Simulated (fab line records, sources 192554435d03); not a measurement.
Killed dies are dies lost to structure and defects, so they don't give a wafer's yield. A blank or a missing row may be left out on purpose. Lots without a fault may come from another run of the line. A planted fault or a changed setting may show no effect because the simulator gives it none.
Split-lot experiment | flow n5_finfet | 7 lots, 21 wafers read, on a route of 1938 steps

THE SPLIT
At N5_BEOL_M15_EXPOSE_07 (exposes mask V14), the setting dose_mj was moved away from the recipe's 41.25 on 5 of the 21 wafers read, by -3.7% to +6.2%. The other wafers ran this setting at the recipe's value.

FROM THE SPLIT TO THE READING: what the file shows between them, 3 steps
- N5_BEOL_M15_PEB_08: peb time 90 s
- N5_BEOL_M15_DEVELOP_09: develop time 45 s
- N5_BEOL_M15_HARDBAKE_14: time 120 s

THE READING
cd_nm, in nm, at N5_BEOL_M15_CD_MEAS_10 (target cd 360 nm). Fault-free wafers of this fab line usually give 359.5 nm, standard deviation 1.6 nm.

wafer  | tool, chamber at the split | dose_mj as run | against the recipe | cd_nm, nm | against lot-mates on the recipe
L074.3 | krf_scanner-01, 0          | 41.25          | recipe             | 360.0     | -
L074.4 | krf_scanner-01, 0          | 41.25          | recipe             | 357.2     | -
L074.6 | krf_scanner-01, 0          | 41.25          | recipe             | 356.5     | -
L075.3 | krf_scanner-02, 0          | 41.25          | recipe             | 359.6     | -
L075.4 | krf_scanner-02, 0          | 41.25          | recipe             | 359.3     | -
L075.6 | krf_scanner-02, 0          | 43.48          | +5.4%              | 365.7     | +6.2
L082.2 | krf_scanner-01, 0          | 41.25          | recipe             | 358.1     | -
L082.3 | krf_scanner-01, 0          | 41.25          | recipe             | 362.5     | -
L082.5 | krf_scanner-01, 0          | 41.25          | recipe             | 362.7     | -
L083.1 | krf_scanner-02, 0          | 41.25          | recipe             | 359.6     | -
L083.5 | krf_scanner-02, 0          | 41.25          | recipe             | 360.0     | -
L083.6 | krf_scanner-02, 0          | 41.25          | recipe             | 361.3     | -
L087.3 | krf_scanner-02, 0          | 43.8           | +6.2%              | 368.7     | +10.9
L087.4 | krf_scanner-02, 0          | 41.25          | recipe             | 357.9     | -
L087.6 | krf_scanner-02, 0          | 41.25          | recipe             | 357.7     | -
L092.4 | krf_scanner-02, 0          | 39.74          | -3.7%              | 352.4     | -5.5
L092.5 | krf_scanner-02, 0          | 39.74          | -3.7%              | 354.0     | -3.9
L092.6 | krf_scanner-02, 0          | 41.25          | recipe             | 357.9     | -
L091.2 | krf_scanner-02, 0          | 41.25          | recipe             | 359.6     | -
L091.4 | krf_scanner-02, 0          | 42.65          | +3.4%              | 367.0     | +6.5
L091.6 | krf_scanner-02, 0          | 41.25          | recipe             | 361.3     | -

THE FIT
A straight line over all 21 wafers: cd_nm changes by +1.54 nm for each +1% of dose_mj; r = +0.89; the points scatter about the line by 1.8 nm.
The same after taking each lot's own level away (the mean of its wafers on the recipe; 21 wafers): +1.48 nm for each +1%; r = +0.93; scatter 1.3 nm.
On that fit, the largest move of dose_mj shifts the reading by 9.2 nm.
The lots' own levels span 357.80 to 361.10 nm, that is 2.1 times the standard deviation above.
So the lot-to-lot level changes the slope little: the two slopes agree.
Check: with one of the wafers moved furthest among these (+6.2%) left out of the fit, the line predicts +8.34 nm for it against its lot-mates. It came out at +10.9 nm against them.

OTHER SPLITS ON THESE WAFERS
These wafers also went through other splits before the reading. Each is held against what the fit with the lots' levels taken away leaves over:
other split on the same wafers    | wafers away from the commonest value | r with cd_nm (lot level and that fit taken away)
N5_BEOL_M10_COAT_22 spin_rpm      | 10                                   | -0.02
N5_BEOL_M10_VIA_ETCH_34 bias_w    | 9                                    | -0.26
N5_BEOL_M10_TRENCH_ETCH_37 bias_w | 9                                    | +0.16
N5_BEOL_M12_COAT_04 spin_rpm      | 6                                    | +0.18
N5_BEOL_M13_ETCH_59 time_s        | 6                                    | +0.19
N5_BEOL_M13_COAT_65 spin_rpm      | 5                                    | -0.03
N5_BEOL_M13_SPUTTER_43 time_s     | 7                                    | +0.07
N5_BEOL_M13_DEP_53 time_s         | 6                                    | -0.42
N5_BEOL_M15_COAT_58 spin_rpm      | 9                                    | -0.14

THE FILE'S OWN FIT
cd_nm changes by +1.53 nm for each +1% of dose_mj, r = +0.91.
